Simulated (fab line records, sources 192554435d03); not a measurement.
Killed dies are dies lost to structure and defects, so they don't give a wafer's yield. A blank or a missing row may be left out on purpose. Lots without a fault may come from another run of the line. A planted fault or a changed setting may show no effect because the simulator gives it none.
fab line records | flow n5_finfet
record lots=6 wafers=18 last_day=17
route steps=1938 shown BEOL_M9@1448 PASSIVATION@1936
lots that met no fault: from a run of the same line without faults
start_h: hours from the record's first day to the start of the lot's first wafer shown | wait_h: hours since the lot's step before | " the same as in the row above | L1.1+2: a row that stands for several wafers | - no value, or no start given | * or withheld: withheld | < > ~ a bound
route shown NAME@n: a module of which the file shows steps, and the number in the route of the first | usual: mean/standard deviation of fault-free wafers | same: alike in all rows | chamber/n: place in a boat | sites: the reading at each site | _std_site: their standard deviation | _edge_site: outer sites' mean less inner sites' | radius_mm: how far each site lies from the wafer's centre | mask NAME#n: copy n | behind: the tool/chamber that last shaped the wafer | hold: why the lot was held/for how many hours/how that ended | device: the transistor (n, p or np) that didn't switch | end of line: the same wafers' tests at the end of the route | a step without rows: its recipe alone | killed: dies lost to structure and defects at the first sort, not the wafer's yield | map: a wafer's dies, x killed, . not, _ none there
set.NAME: the setting as run; set.NAME@STEP: as run at that earlier step | model.NAME: the simulator's own value behind a step, which no gauge read
lots at some steps of the route; a table a step, a row a wafer
services: from which hour (start_h, from the record's first day; less than 0 if before it) a tool's chamber was out of use, for how many hours, and why
## steps
# step N5_BEOL_M9_STRIP_80
# recipe chemistry=N2/H2 time_s=10 power_w=450 temp_c=40 pressure_mtorr=20 rf_frequency_hz=6e+07 bias_power_w=7 n2_flow_sccm=200 h2_flow_sccm=200
# usual drypump_motor_current_A=5.90/0.3 oes_product_au=0.79/0.08 rf_vpp_V=59.3/0.9 showerhead_plenum_p_Torr=2.55/0.086 throttle_valve_pct=23.77/0.25
# same time_s=10
# columns lot.wafer tool chamber start_h wait_h drypump_motor_current_A oes_product_au rf_hours_counter_h rf_vpp_V showerhead_plenum_p_Torr throttle_valve_pct
L184.1 rie_diel-05 3 - - 6.13 0.72 198 60.3 2.61 23.77
L184.3 " 1 " " 5.53 0.77 160 57.6 2.47 24.30
L184.5 " 1 " " 5.50 0.77 - 57.5 2.47 24.29
L190.1 rie_diel-02 0 - - 5.59 0.72 212 58.8 2.63 23.84
L190.4 " 2 " " 6.15 0.93 21 59.5 2.74 24.07
L190.5 " 0 " " 5.58 0.71 - 58.7 2.63 23.82
L189.2 rie_diel-05 1 - - 5.52 0.76 173 57.6 2.46 24.33
L189.5 " 0 " " 5.55 0.73 - 60.0 2.52 23.90
L189.6 " 1 " " 5.54 0.76 - 59.2 2.46 24.32
L195.1 rie_diel-05 2 - - 5.72 0.82 81 58.3 2.46 23.84
L195.3 " 3 " " 6.11 0.71 221 59.3 2.60 23.79
L195.5 " 2 " " 5.74 0.82 - 58.7 2.46 23.84
L196.1 rie_diel-01 2 - - 5.55 0.83 71 58.3 2.57 23.58
L196.2 " 0 " " 6.10 0.87 47 58.9 2.59 23.54
L196.5 " 1 " " 6.20 0.74 - 60.0 2.53 23.39
L202.1 rie_diel-05 1 - - 5.53 0.75 190 59.2 2.45 24.34
L202.3 " 2 " " 5.71 0.82 90 60.0 2.45 23.85
L202.4 " 0 " " 5.54 0.72 - 58.7 2.51 23.91
# step N5_BEOL_M9_OCD_MEAS_38
# usual trench_depth_nm=152/3.4
# columns lot.wafer tool chamber start_h wait_h trench_depth_nm
L184.1 ocd-02 - 241.21 - 150
L184.3 " - " " 157
L184.5 " - " " 157
L190.1 ocd-01 - 269.89 - 148
L190.4 " - " " 155
L190.5 " - " " 148
L189.2 ocd-01 - 284.44 - 156
L189.5 " - " " 152
L189.6 " - " " 157
L195.1 ocd-01 - 319.78 - 151
L195.3 " - " " 147
L195.5 " - " " 149
L196.1 ocd-01 - 321.69 - 151
L196.2 " - " " 156
L196.5 " - " " 153
L202.1 ocd-01 - 345.61 - 158
L202.3 " - " " 150
L202.4 " - " " 152
# step N5_BEOL_M9_HM_STRIP_39
# recipe chemistry=peroxide_tin_strip material=TiN target_depth_a=250 temp_c=50 time_s=158
# step N5_BEOL_M9_SRD_40
# recipe time_s=30 temp_c=23 rinse_liquid=diw dry=ipa_marangoni
# step N5_BEOL_M9_PRECLEAN_42
# recipe chemistry=residue_remover time_s=60 temp_c=40
# step N5_BEOL_M9_SRD_43
# recipe time_s=30 temp_c=23 rinse_liquid=diw dry=ipa_marangoni
# step N5_BEOL_M9_CD_MEAS_35
# recipe target_cd_nm=70 target_cd_y_nm=40 polarity=opening
# usual cd_nm=70.5/0.8
# columns lot.wafer tool chamber start_h wait_h cd_nm
L184.1 cd_sem-02 - 241.37 0.0 71.7
L184.3 " - " " 70.8
L184.5 " - " " 70.0
L190.1 cd_sem-02 - 270.04 0.0 71.8
L190.4 " - " " 71.9
L190.5 " - " " 70.1
L189.2 cd_sem-01 - 284.60 0.0 71.5
L189.5 " - " " 71.3
L189.6 " - " " 71.6
L195.1 cd_sem-02 - 319.94 0.0 69.3
L195.3 " - " " 69.6
L195.5 " - " " 72.4
L196.1 cd_sem-03 - 321.85 0.0 71.5
L196.2 " - " " 72.7
L196.5 " - " " 71.9
L202.1 cd_sem-01 - 345.76 0.0 70.6
L202.3 " - " " 69.6
L202.4 " - " " 71.1
# step N5_BEOL_M9_CURE_72
# recipe temp_c=370 time_s=120 ambient=DMADMS/He material=SiCOH_lowk
# usual lamp_power_pct=52.32/0.059 wafer_temp_C_max=371.5/0.56
# same time_s=120
# columns lot.wafer tool chamber start_h wait_h lamp_power_pct wafer_temp_C_max
L184.1 uv_cure-02 0 241.41 0.0 52.31 371.0
L184.3 " 0 " " 52.37 371.0
L184.5 " 0 " " 52.29 371.2
L190.1 uv_cure-03 1 270.52 0.5 52.23 371.0
L190.4 " 1 " " 52.31 371.8
L190.5 " 1 " " 52.22 371.3
L189.2 uv_cure-03 0 284.69 0.1 52.36 371.9
L189.5 " 0 " " 52.29 371.5
L189.6 " 0 " " 52.27 371.9
L195.1 uv_cure-02 0 319.98 0.0 52.37 371.5
L195.3 " 0 " " 52.33 370.8
L195.5 " 0 " " 52.33 371.3
L196.1 uv_cure-01 2 321.89 0.0 52.30 371.6
L196.2 " 2 " " 52.31 371.4
L196.5 " 2 " " 52.36 371.8
L202.1 uv_cure-02 2 345.80 0.0 52.39 371.4
L202.3 " 2 " " 52.29 372.3
L202.4 " 2 " " 52.28 372.0
# step N5_BEOL_M9_DEGAS_44
# recipe ambient=vacuum temp_c=250 time_s=60
# usual heater_power_w=320/33
# same time_s=60
# columns lot.wafer tool chamber start_h wait_h heater_power_w
L184.1 pvd_sputter-01 - 241.93 0.5 330
L184.3 " - " " 304
L184.5 " - " " 277
L190.1 pvd_sputter-03 - 272.51 1.9 305
L190.4 " - " " 335
L190.5 " - " " 285
L189.2 pvd_sputter-03 - 285.16 0.4 312
L189.5 " - " " 284
L189.6 " - " " 300
L195.1 pvd_sputter-03 - 321.10 1.1 323
L195.3 " - " " 312
L195.5 " - " " 328
L196.1 pvd_sputter-03 - 322.46 0.5 325
L196.2 " - " " 313
L196.5 " - " " 286
L202.1 pvd_sputter-02 - 346.22 0.4 344
L202.3 " - " " 318
L202.4 " - " " 343
# step N5_BEOL_M9_PRE_CLEAN_45
# recipe gas=H2/He time_s=30 temp_c=250
# step N5_BEOL_M9_ALD_74
# recipe material=TaN target_thk_a=20 temp_c=275 ald_precursor_family=PDMAT ald_co_reactant=NH3 pressure_torr=3 carrier_flow_sccm=1500 pulse_time_s=2 purge_time_s=3 co_reactant_purge_time_s=2 co_reactant_pulse_time_s=3 ald_cycles=40 precursor_vessel_temp_c=75 precursor_vessel_pressure_torr=26.25 precursor_vessel_carrier_sccm=1000
# step N5_BEOL_M9_SURFACE_TREAT_79
# recipe gas=Ar time_s=* ion_energy_ev=* ion_current_ma_cm2=0.5 pressure_mtorr=* ar_flow_sccm=30
# usual throttle_valve_pct=*
# same time_s=*
# columns lot.wafer tool chamber start_h wait_h throttle_valve_pct
L184.1 pvd_sputter-02 - 242.31 0.2 *
L184.3 " - " " *
L184.5 " - " " *
L190.1 pvd_sputter-02 - 272.94 0.2 *
L190.4 " - " " *
L190.5 " - " " *
L189.2 pvd_sputter-03 - 285.92 0.3 *
L189.5 " - " " *
L189.6 " - " " *
L195.1 pvd_sputter-03 - 321.50 0.2 *
L195.3 " - " " *
L195.5 " - " " *
L196.1 pvd_sputter-02 - 322.84 0.2 *
L196.2 " - " " *
L196.5 " - " " *
L202.1 pvd_sputter-02 - 346.62 0.2 *
L202.3 " - " " *
L202.4 " - " " *
# step N5_BEOL_M9_CVD_78
# recipe material=Co target_thk_a=20 temp_c=withheld precursor=CCTBA/H2 pressure_torr=30 time_s=138.9
# usual run_length_s=161.4/0.52
# columns lot.wafer tool chamber start_h wait_h run_length_s
L184.1 cvd_co-01 1 242.42 0.1 162.0
L184.3 " 0 " " 161.4
L184.5 " 2 " " 160.6
L190.1 cvd_co-02 1 273.01 0.1 162.0
L190.4 " 2 " " 161.0
L190.5 " 0 " " 162.0
L189.2 cvd_co-02 2 286.16 0.2 222.4
L189.5 " 1 " " 222.8
L189.6 " 2 " " 222.4
L195.1 cvd_co-01 2 321.79 0.3 160.6
L195.3 " 1 " " 161.2
L195.5 " 0 " " 162.2
L196.1 cvd_co-02 0 322.90 0.0 162.5
L196.2 " 1 " " 222.8
L196.5 " 0 " " 223.0
L202.1 cvd_co-01 2 346.68 0.0 160.3
L202.3 " 1 " " 161.1
L202.4 " 1 " " 161.1
# step N5_BEOL_M9_SPUTTER_48
# recipe material=Cu target_thk_a=120 temp_c=-20 bias_v=60 power_w=26000 chamber_pressure_pa=0.13 time_s=2
# usual chamber_pressure_pa=0.12999/0.00029 throttle_valve_pct=30.0/0.88
# same time_s=2
# columns lot.wafer tool chamber start_h wait_h chamber_pressure_pa throttle_valve_pct
L184.1 pvd_sputter-02 - 242.53 0.1 0.1299 30.3
L184.3 " - " " 0.1302 30.4
L184.5 " - " " 0.13001 30.3
L190.1 pvd_sputter-03 - 273.15 0.1 0.13011 31.4
L190.4 " - " " 0.13004 30.2
L190.5 " - " " 0.12983 30.3
L189.2 pvd_sputter-03 - 286.38 0.2 0.12958 28.7
L189.5 " - " " 0.13009 30.0
L189.6 " - " " 0.13063 29.6
L195.1 pvd_sputter-03 - 321.92 0.1 0.12944 28.7
L195.3 " - " " 0.12974 30.4
L195.5 " - " " 0.13045 31.3
L196.1 pvd_sputter-01 - 323.02 0.1 0.12967 30.6
L196.2 " - " " 0.12979 27.6
L196.5 " - " " 0.13006 30.7
L202.1 pvd_sputter-02 - 346.82 0.1 0.13054 30.3
L202.3 " - " " 0.13016 30.1
L202.4 " - " " 0.12985 30.5
# step N5_PASSIVATION_PROBE_49
# usual defect_limited_yield=91.2/1.5 killed_at_M0_to_M3=31/10 killed_at_M4_up=15/5.9 killed_at_contacts=13/6 killed_at_front_end=41/11 killed_at_other=4/3.1 killed_dies=104/18 killed_on_rim=14/4.1 killed_open=68/13 killed_short=33/8.1 sort_bin_5_function=5.1/1.1 sort_bin_6_memory=3.2/0.69 sort_bin_8_speed=0.01/0.045 sort_n_pass=1076/18 sort_yield_pct=91.2/1.5
# same gross_dies=1180 killed_at_back_side=0 sort_bin_4_leakage[%]=0
# columns lot.wafer tool chamber start_h wait_h defect_limited_yield[%] killed_at_M0_to_M3 killed_at_M4_up killed_at_contacts killed_at_front_end killed_at_other killed_dies killed_on_rim killed_open killed_short sort_bin_5_function[%] sort_bin_6_memory[%] sort_bin_8_speed[%] sort_n_pass sort_yield_pct[%]
L184.1 prober-01 - 295.38 0.0 90.7 36 10 12 49 3 110 16 78 30 5.5 3.4 0 1070 90.7
L184.3 prober-01 - 295.48 0.1 91.4 27 23 10 34 8 102 20 71 27 4.9 3.3 0 1078 91.4
L184.5 prober-01 - 295.58 0.2 91.8 35 10 20 30 2 97 12 72 21 5.3 2.6 0 1083 91.8
L190.1 prober-01 - 329.58 0.0 89.5 35 19 9 54 7 124 16 75 49 5.5 4.5 0 1056 89.5
L190.4 prober-01 - 329.73 0.2 90.6 25 19 4 51 12 111 17 62 48 5.4 3.4 0 1069 90.6
L190.5 prober-01 - 329.78 0.2 90.8 35 22 10 39 3 109 11 61 45 5.3 3.5 0 1071 90.8
L189.2 prober-01 - 342.71 0.9 93.5 30 8 9 30 0 77 9 49 26 3.2 2.7 0 1103 93.5
L189.5 prober-01 - 342.86 1.1 90.6 39 15 7 45 5 111 11 70 40 5.2 4.1 0 1069 90.6
L189.6 prober-01 - 342.91 1.1 91.5 33 14 10 40 3 100 10 67 32 5.3 2.8 0 1080 91.5
L195.1 prober-01 - 379.36 0.0 90.4 38 10 15 46 4 113 12 73 32 5.7 3.0 0 1067 90.4
L195.3 prober-01 - 379.46 0.1 91.5 29 16 11 42 2 100 16 65 30 4.5 3.2 0 1080 91.5
L195.5 prober-01 - 379.56 0.2 91.3 20 7 25 48 3 103 12 76 27 6.1 2.5 0 1077 91.3
# killed by level:class
L184.1 FIN_SAQP:geometric_particle:open=20 MOL_CONTACT_COAG:geometric_particle:open=10 BEOL_M0_SAQP:geometric_particle:open=9 BEOL_M1:geometric_particle:open=9 BEOL_M0_SAQP:geometric_particle:short=7 FIN_SAQP:geometric_particle:short=6 DUMMY_GATE:geometric_particle:open=5 BEOL_M2:geometric_particle:open=5
L184.3 BEOL_M4:geometric_particle:open=12 MOL_CONTACT_COAG:geometric_particle:open=8 FIN_SAQP:geometric_particle:open=7 BEOL_M1:geometric_particle:open=5 MIM_TOP_ETCH:geometric_particle:open=5 STARTING-WAFER:geometric_particle:short=5 DUMMY_GATE:geometric_particle:open=4 GATE_CUT:geometric_particle:open=4
L184.5 MOL_CONTACT_COAG:geometric_particle:open=18 BEOL_M3:geometric_particle:open=11 BEOL_M2:geometric_particle:open=9 FIN_SAQP:geometric_particle:open=6 BEOL_M0_SAQP:geometric_particle:open=6 BEOL_M4:geometric_particle:open=5 BEOL_M0_SAQP:geometric_particle:short=4 HKMG_FIN:area_etch=4
L190.1 FIN_SAQP:geometric_particle:short=15 FIN_SAQP:geometric_particle:open=14 BEOL_M2:geometric_particle:open=9 GATE_CUT:geometric_particle:short=8 STI_FIN_REVEAL:geometric_particle:open=7 MOL_CONTACT_COAG:geometric_particle:open=7 BEOL_M3:geometric_particle:open=7 BEOL_M4:geometric_particle:open=6
L190.4 FIN_SAQP:geometric_particle:short=19 BEOL_M4:geometric_particle:open=13 FIN_SAQP:geometric_particle:open=10 BEOL_M0:geometric_particle:open=8 GATE_CUT:geometric_particle:short=7 ILD0:geometric_particle:open=5 STI_FIN_REVEAL:geometric_particle:open=4 BEOL_M1:geometric_particle:open=4
L190.5 FIN_SAQP:geometric_particle:short=14 FIN_SAQP:geometric_particle:open=12 BEOL_M4:geometric_particle:open=11 BEOL_M0_SAQP:geometric_particle:short=7 MOL_CONTACT_COAG:geometric_particle:open=7 BEOL_M0_SAQP:geometric_particle:open=7 BEOL_M2:geometric_particle:open=5 BEOL_M5:geometric_particle:short=4
L189.2 BEOL_M2:geometric_particle:open=15 FIN_SAQP:geometric_particle:open=9 MOL_CONTACT_COAG:geometric_particle:open=8 BEOL_M0_SAQP:geometric_particle:short=5 BEOL_M2:geometric_particle:short=5 FIN_SAQP:geometric_particle:short=4 STARTING-WAFER:geometric_particle:short=4 SPACER0:geometric_particle:open=3
L189.5 BEOL_M2:geometric_particle:open=13 STI_FIN_REVEAL:geometric_particle:open=9 FIN_SAQP:geometric_particle:short=7 FIN_SAQP:geometric_particle:open=7 SPACER0:geometric_particle:short=6 MOL_CONTACT_COAG:geometric_particle:open=6 BEOL_M4:geometric_particle:open=6 BEOL_M0_SAQP:geometric_particle:open=5
L189.6 FIN_SAQP:geometric_particle:open=10 STI_FIN_REVEAL:geometric_particle:open=8 BEOL_M0_SAQP:geometric_particle:short=8 MOL_CONTACT_COAG:geometric_particle:open=7 BEOL_M2:geometric_particle:open=7 FIN_SAQP:geometric_particle:short=6 BEOL_M3:geometric_particle:open=6 BEOL_M0_SAQP:geometric_particle:open=6
L195.1 STI_FIN_REVEAL:geometric_particle:open=14 MOL_CONTACT_COAG:geometric_particle:open=13 FIN_SAQP:geometric_particle:short=7 BEOL_M1:geometric_particle:open=7 HKMG_FIN:area_etch=7 BEOL_M0:geometric_particle:open=6 FIN_SAQP:geometric_particle:open=5 BEOL_M0_SAQP:geometric_particle:short=5
L195.3 BEOL_M3:geometric_particle:open=11 FIN_SAQP:geometric_particle:open=10 MOL_CONTACT_COAG:geometric_particle:open=10 BEOL_M2:geometric_particle:open=9 FIN_SAQP:geometric_particle:short=7 STI_FIN_REVEAL:geometric_particle:open=6 HKMG_FIN:area_etch=5 BEOL_M5:geometric_particle:open=4
L195.5 MOL_CONTACT_COAG:geometric_particle:open=18 FIN_SAQP:geometric_particle:open=15 STI_FIN_REVEAL:geometric_particle:open=14 MOL_CONTACT_COAG:geometric_particle:short=7 BEOL_M1:geometric_particle:open=7 FIN_SAQP:geometric_particle:short=6 STI_FIN_REVEAL:geometric_particle:short=5 BEOL_M2:geometric_particle:open=3
## services
# columns tool chamber start_h hours kind
rie_diel-02 1 230.86 7.7 repair
cvd_co-01 - 234.55 6.9 pm
rie_diel-02 2 237.49 1.5 repair
uv_cure-03 - 248.82 2.5 repair
uv_cure-03 - 263.64 1.7 repair
cvd_co-02 1 266.42 5.5 repair
rie_diel-01 - 271.14 0.8 repair
cvd_co-01 - 271.69 0.7 repair
uv_cure-02 - 276.57 3.8 repair
uv_cure-03 - 286.01 7.5 pm
cvd_co-02 - 293.14 0.9 repair
uv_cure-01 - 299.53 14.6 pm
rie_diel-05 2 301.90 1.7 repair
cvd_co-02 1 333.33 - clean
cvd_co-02 1 333.33 22.0 scheduled_down
cvd_co-02 1 333.33 22.0 vent_cycle
uv_cure-01 - 342.85 1.0 pm
rie_diel-05 3 343.35 14.3 repair
rie_diel-01 3 345.53 1.9 repair
## key
first_sign step=N5_BEOL_M9_CVD_78 reading=run_length_s direction=up sigmas=99+ usual=* struck=*
effect none on later readings
met_at N5_BEOL_M9_CVD_78
struck_wafers L189.2,L189.5,L189.6,L196.2,L196.5
onset_between 273.01 286.16
fault kind=process_parameter_drift tool=cvd_co-02 chamber=- onset_h=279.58 steps=N5_BEOL_M9_CVD_78 channel=time_s offset=* shape=step end_h=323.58 scope=struck_wafers_only acts_in=* stated=*
